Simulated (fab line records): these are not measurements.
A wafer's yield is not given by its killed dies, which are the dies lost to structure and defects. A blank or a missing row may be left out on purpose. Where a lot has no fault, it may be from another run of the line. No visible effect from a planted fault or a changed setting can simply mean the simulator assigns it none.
Matching of chambers + flow n5_finfet + 3 sister chambers for N5_BEOL_M9_CURE_71 on uv_cure-03
The step cures SiCOH lowk, time 240 s. 16 wafers are shown with their chamber, then 8 later ones without.

## WAFERS, EACH WITH ITS CHAMBER
| wafer  | chamber | wafer_temp_C_max | lamp_power_pct (%) |
|--------|---------|------------------|--------------------|
| L074.3 | 1       | 386.5            | 52.20              |
| L074.5 | 1       | 386.3            | 52.38              |
| L074.6 | 1       | 386.2            | 52.30              |
| L075.2 | 2       | 385.6            | 52.26              |
| L075.3 | 2       | 385.9            | 52.34              |
| L075.5 | 2       | 386.0            | 52.41              |
| L079.1 | 1       | 386.2            | 52.38              |
| L079.3 | 1       | 386.1            | 52.19              |
| L079.6 | 1       | 386.9            | 52.38              |
| L088.3 | 0       | 386.4            | 52.29              |
| L088.5 | 0       | 386.9            | 52.27              |
| L088.6 | 0       | 386.6            | 52.29              |
| L092.2 | 1       | 386.4            | 52.29              |
| L092.3 | 1       | 386.6            | 52.26              |
| L092.6 | 1       | 386.2            | 52.31              |
| L090.1 | 1       | 386.4            | 52.32              |

SIGNATURES (means of the wafers above)
| reading          | chamber 0 | chamber 1 | chamber 2 | scatter within a chamber |
|------------------|-----------|-----------|-----------|--------------------------|
| wafer_temp_C_max | 386.633   | 386.380   | 385.833   | 0.237                    |
| lamp_power_pct   | 52.2833   | 52.3010   | 52.3367   | 0.0651                   |
Rule: for a wafer and a chamber, the distance is found by dividing, reading by reading, the gap between the wafer's reading and the chamber's mean by the reading's scatter, squaring, summing and taking the root. If the next closest chamber is less than 2 further off than the closest, the wafer can't be placed; otherwise it belongs to the closest. The scatter is the square root of a quotient: the sum, over the shown wafers, of each reading's squared deviation from its chamber's mean, divided by wafers minus chambers.

## WAFERS WHOSE CHAMBER IS MISSING
| wafer  | wafer_temp_C_max | lamp_power_pct (%) |
|--------|------------------|--------------------|
| L090.3 | 386.5            | 52.35              |
| L090.5 | 386.0            | 52.26              |
| L094.1 | 386.3            | 52.25              |
| L094.2 | 386.9            | 52.29              |
| L094.5 | 386.3            | 52.38              |
| L097.1 | 386.5            | 52.32              |
| L097.3 | 386.3            | 52.39              |
| L097.6 | 386.1            | 52.28              |

## WHICH CHAMBER EACH ONE RAN IN
| wafer  | from the rows above          | in truth |
|--------|------------------------------|----------|
| L090.3 | can't be placed: 1 or 0 or 2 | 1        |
| L090.5 | can't be placed: 2 or 1 or 0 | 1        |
| L094.1 | can't be placed: 1 or 0 or 2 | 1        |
| L094.2 | can't be placed: 0 or 1      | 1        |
| L094.5 | can't be placed: 1 or 0 or 2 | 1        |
| L097.1 | can't be placed: 1 or 0      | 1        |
| L097.3 | can't be placed: 1 or 2 or 0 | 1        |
| L097.6 | can't be placed: 1 or 2 or 0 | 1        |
0 of 8 placed correctly. Can't be placed from these rows: 8 (the true chamber is among the candidates in 8). Wrongly placed: 0.
